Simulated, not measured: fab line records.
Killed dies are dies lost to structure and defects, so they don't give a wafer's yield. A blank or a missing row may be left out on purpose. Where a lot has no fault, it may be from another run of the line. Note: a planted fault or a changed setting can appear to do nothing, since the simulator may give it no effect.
Problem report in the 8D (eight disciplines) form, filled by code | flow n5-finfet | the parts of the form that need people (team, actions taken, sign-off) are left out

== 1. THE ISSUE ==
At N5_PASSIVATION_VIA_ETCH_13, etch-rf-on-time-s averages 384 s over 4 wafers from 3 lots, while fault-free wafers read 237 s, standard deviation 7.2. Relative to the usual mean, that is a shift of +20 standard deviations.
The step: etches SiO2 in CHF3/O2, target depth 660 nm, time 330 s.
Earliest sighting: wafer L977.1 on rie-diel-01 at day 15 13:11. At this step, 31 wafers from 12 lots have a number in the record. The rule behind "out" and "out of limits": a value lying over 4 standard deviations away from the usual mean. The rest of the wafers with a number are treated as sound.

== 2. WHAT IT IS, WHAT IT ISN'T ==
question                    | is                             | is not
which readings at this step | etch-rf-on-time-s              | drypump-motor-current-A, rf-vpp-V, throttle-valve-pct
which lots                  | L977, L980, L983               | L965, L966, L967, L968, L971, L973, L976, L986, L987
which wafers of those lots  | L977.1, L977.5, L980.1, L983.1 | L977.3, L980.4, L983.4
read on which tools         | rie-diel-01                    | rie-diel-02, rie-diel-03
when                        | from day 15 13:11              | up to then (19 sound wafers); but 8 sound wafers of L980, L983, L986, L987 came after

== 3. SUSPECTS, AND WHAT RULES EACH OUT ==
Counting: a tool at a process step up to the reading stays a suspect if it ran every lot that is out. Sound lots after the first of them don't rule it out here, since some wafers of a struck lot are sound.
- rie-diel-01 at N5_PASSIVATION_VIA_ETCH_13 (etches SiO2 in CHF3/O2, target depth 660 nm, time 330 s): kept. It ran every lot that is out, first L977 (day 15 13:11); its last sound lot up to then is L973 (day 14 16:53). Its own etch-rf-on-time-s readings are out on those wafers.
After counting, what remains is rie-diel-01 at N5_PASSIVATION_VIA_ETCH_13.

== 4. THE CAUSE (what the simulator had put in) ==
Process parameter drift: rie-diel-01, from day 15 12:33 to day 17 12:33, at N5_PASSIVATION_VIA_ETCH_13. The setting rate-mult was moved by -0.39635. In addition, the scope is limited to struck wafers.
The count eliminated every tool but this one.

== 5. THE EFFECT CHAIN, in route order ==
One row per reading whose mean, taken over the struck wafers that have a number, lies over 3 standard deviations from the usual. Only readings whose record carries a usual standard deviation are examined. hours: median over the lots of the time between each lot's start at the first step of this table that gives one and its start at this step. sigmas: the change, counted in usual standard deviations.
hours | step                       | reading           | usual | on struck wafers | change | sigmas
0     | N5_PASSIVATION_VIA_ETCH_13 | etch-rf-on-time-s | 237 s | 384              | +147   | +20
It contains these process steps:
- N5_PASSIVATION_VIA_ETCH_13: etches SiO2 in CHF3/O2, target depth 660 nm, time 330 s.

== 6. WHAT WOULD HAVE CAUGHT IT SOONER ==
In this record the first reading out of limits was taken at day 15 13:11, 1 hour after the fault began at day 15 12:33.
